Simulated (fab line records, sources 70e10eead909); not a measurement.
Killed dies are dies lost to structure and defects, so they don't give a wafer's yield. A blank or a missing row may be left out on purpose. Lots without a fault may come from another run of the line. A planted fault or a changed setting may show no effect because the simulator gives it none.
Tool commonality check | flow nand_harc | 13 lots, 39 wafers sampled

WHY IT WAS OPENED
At NHARC_P_CONTACT_CD_MEAS_12 the reading cd_nm is flagged on 1 of 13 lots. Wafers without a fault read 90.4 nm, standard deviation 0.57.
Rule: a lot is flagged when every wafer of it that has a number lies more than 4 standard deviations from that mean, or none has a number. The other lots count as sound.

lot  | measured     | on        | cd_nm (nm), wafer by wafer | flag
L466 | day 5 15:44  | cd_sem-02 | 90.4 90.3 89.4             |
L467 | day 6 00:31  | cd_sem-02 | 90.1 91.3 90.9             |
L468 | day 6 01:11  | cd_sem-01 | 89.9 90.1 89.6             |
L469 | day 6 11:21  | cd_sem-01 | 90.2 90.7 90.3             |
L471 | day 6 22:14  | cd_sem-03 | 90.1 90.9 90.5             |
L470 | day 7 00:28  | cd_sem-02 | 90.6 90.7 90.2             |
L473 | day 7 09:35  | cd_sem-03 | 90.8 90.6 90.1             |
L474 | day 8 00:32  | cd_sem-03 | 91.3 90.7 90.9             |
L475 | day 8 01:29  | cd_sem-03 | 90.1 89.9 90.1             |
L476 | day 9 01:00  | cd_sem-01 | 89.9 90.6 89.5             |
L477 | day 9 01:46  | cd_sem-02 | 90.6 90.5 90.1             |
L478 | day 9 06:31  | cd_sem-03 | 75.3 76.8 75.7             | FLAGGED
L488 | day 11 15:46 | cd_sem-03 | 91.5 91.3 90.7             |
The numbers of the flagged lots are 75.9 nm on average: -14.5 nm against the usual, or -25 standard deviations.

WHICH TOOL RAN EACH LOT
The record holds 2 process steps before the reading, out of a route of 1159 steps. In each cell: the tool, then ch and the chambers that the sampled wafers went through, then the start.
lot  | flag    | NHARC_P_GATE_RTA_64              | NHARC_P_CONTACT_EXPOSE_09
L466 |         | rtp_anneal-01 ch 0, day 5 12:49  | arfi_scanner-02 ch 0, day 5 15:36
L467 |         | rtp_anneal-01 ch 0, day 5 21:38  | arfi_scanner-03 ch 0, day 6 00:22
L468 |         | rtp_anneal-01 ch 0, day 5 22:06  | arfi_scanner-01 ch 0, day 6 01:02
L469 |         | rtp_anneal-01 ch 0, day 6 08:36  | arfi_scanner-01 ch 0, day 6 11:13
L471 |         | rtp_anneal-01 ch 0, day 6 19:10  | arfi_scanner-02 ch 0, day 6 22:06
L470 |         | rtp_anneal-02 ch 0, day 6 21:42  | arfi_scanner-02 ch 0, day 7 00:20
L473 |         | rtp_anneal-01 ch 0, day 7 06:09  | arfi_scanner-03 ch 0, day 7 09:27
L474 |         | rtp_anneal-01 ch 0, day 7 21:45  | arfi_scanner-01 ch 0, day 8 00:23
L475 |         | rtp_anneal-01 ch 0, day 7 22:36  | arfi_scanner-02 ch 0, day 8 01:21
L476 |         | rtp_anneal-01 ch 0, day 8 22:06  | arfi_scanner-02 ch 0, day 9 00:52
L477 |         | rtp_anneal-02 ch 0, day 8 22:49  | arfi_scanner-02 ch 0, day 9 01:38
L478 | FLAGGED | rtp_anneal-01 ch 0, day 9 03:36  | arfi_scanner-03 ch 0, day 9 06:22
L488 |         | rtp_anneal-02 ch 0, day 11 12:48 | arfi_scanner-01 ch 0, day 11 15:37
What these steps do:
- NHARC_P_GATE_RTA_64: time 1 s.
- NHARC_P_CONTACT_EXPOSE_09: exposes mask P CA, target cd 90 nm.
- NHARC_P_CONTACT_CD_MEAS_12: target cd 90 nm.

FLAGGED OVER TOTAL, TOOL BY TOOL (the gauges that took the reading come last)
step                       | tool            | lots run | flagged | share of the flagged lots | sound lots run after its first flagged lot
NHARC_P_GATE_RTA_64        | rtp_anneal-01   | 10       | 1       | all                       | 0
NHARC_P_GATE_RTA_64        | rtp_anneal-02   | 3        | 0       | none                      | -
NHARC_P_CONTACT_EXPOSE_09  | arfi_scanner-01 | 4        | 0       | none                      | -
NHARC_P_CONTACT_EXPOSE_09  | arfi_scanner-02 | 6        | 0       | none                      | -
NHARC_P_CONTACT_EXPOSE_09  | arfi_scanner-03 | 3        | 1       | all                       | 0
NHARC_P_CONTACT_CD_MEAS_12 | cd_sem-01       | 3        | 0       | none                      | -
NHARC_P_CONTACT_CD_MEAS_12 | cd_sem-02       | 4        | 0       | none                      | -
NHARC_P_CONTACT_CD_MEAS_12 | cd_sem-03       | 6        | 1       | all                       | 1 (L488)

WHAT THE TABLE ALLOWS
3 rows of the table ran every flagged lot: rtp_anneal-01 at NHARC_P_GATE_RTA_64, arfi_scanner-03 at NHARC_P_CONTACT_EXPOSE_09, cd_sem-03 at NHARC_P_CONTACT_CD_MEAS_12.
- rtp_anneal-01 at NHARC_P_GATE_RTA_64: 1 of its 10 lots flagged. Its last sound lot is L476 (day 8 22:06), its first flagged lot L478 (day 9 03:36): a fault that began between those two fits.
- arfi_scanner-03 at NHARC_P_CONTACT_EXPOSE_09: 1 of its 3 lots flagged. Its last sound lot is L473 (day 7 09:27), its first flagged lot L478 (day 9 06:22): a fault that began between those two fits.
- cd_sem-03 at NHARC_P_CONTACT_CD_MEAS_12: 1 of its 6 lots flagged. Sound lots ran on it after the first flagged one (L488), which a lasting fault on the whole tool wouldn't allow.
Counting lots can't tell these 2 tools apart, because each fits a fault that began at some hour. More lots, or a look at what each step does to the wafer, might.

WHAT THE SIMULATOR HAD PUT IN
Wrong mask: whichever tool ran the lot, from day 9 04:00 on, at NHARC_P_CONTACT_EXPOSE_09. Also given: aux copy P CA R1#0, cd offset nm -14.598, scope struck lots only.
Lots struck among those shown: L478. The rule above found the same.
